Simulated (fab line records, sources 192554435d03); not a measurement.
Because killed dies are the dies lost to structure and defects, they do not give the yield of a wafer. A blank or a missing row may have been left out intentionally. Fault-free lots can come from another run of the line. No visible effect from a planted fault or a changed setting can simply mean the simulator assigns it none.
2 desks looking at one fault -- flow n5 finfet -- each desk holds nothing but its own numbers, with what lay behind them at the end

== TOOL OWNER'S DESK, pvd sputter-02 ==
The tool's own readings at N5_BEOL_M12_SPUTTER_43 (material TaN, target thk 15 nm, time 24.19 s): means of the sampled wafers that have a number, for each lot that ran on this tool. The brackets show how far a lot's mean lies from the usual mean; more than 4 standard deviations puts the lot out of limits, marked OUT.
Columns: A = throttle valve pct at N5_BEOL_M12_SPUTTER_43, usual 29.6 %
lot,first seen here,A
L636,day 11 05:04,29.9
L642,day 12 14:52,29.3
L644,day 13 10:43,29.7
L645,day 13 21:09,29.0
L648,day 14 10:46,30.3
L651,day 14 18:15,30.6
Result from this desk: across the 6 lots, nothing is out of limits.

== FROM THE METROLOGY DESK ==
Lot by lot, what the gauges showed, no matter which tool ran the lot: averages of those sampled wafers that carry a number. The brackets show how far a lot's mean lies from the usual mean; more than 4 standard deviations puts the lot out of limits, marked OUT.
Columns: A = cd nm at N5_BEOL_M12_CD_MEAS_28, usual 161.1 nm; B = M12_OVL at N5_BEOL_M12_OVL_MEAS_29, usual 0 nm
lot,first seen here,A,B
L635,day 11 01:38,160.5,-6
L636,day 11 03:35,161.4,-2
L634,day 11 16:23,161.0,-2
L638,day 11 22:50,160.6,1
L642,day 12 13:06,160.9,-1
L643,day 13 01:47,161.5,0
L644,day 13 09:29,161.4,-7
L646,day 13 18:34,162.4,0
L645,day 13 18:43,161.3,-6
L647,day 14 04:42,161.9,-5
L648,day 14 09:13,161.7,5
L651,day 14 16:26,161.1,-2
Result from this desk: across the 12 lots, nothing is out of limits.

== ALL TOGETHER ==
The tool owner's desk saw nothing out of limits.
At the metrology desk, nothing out of limits was observed.

== WHAT THE SIMULATOR HAD INSERTED ==
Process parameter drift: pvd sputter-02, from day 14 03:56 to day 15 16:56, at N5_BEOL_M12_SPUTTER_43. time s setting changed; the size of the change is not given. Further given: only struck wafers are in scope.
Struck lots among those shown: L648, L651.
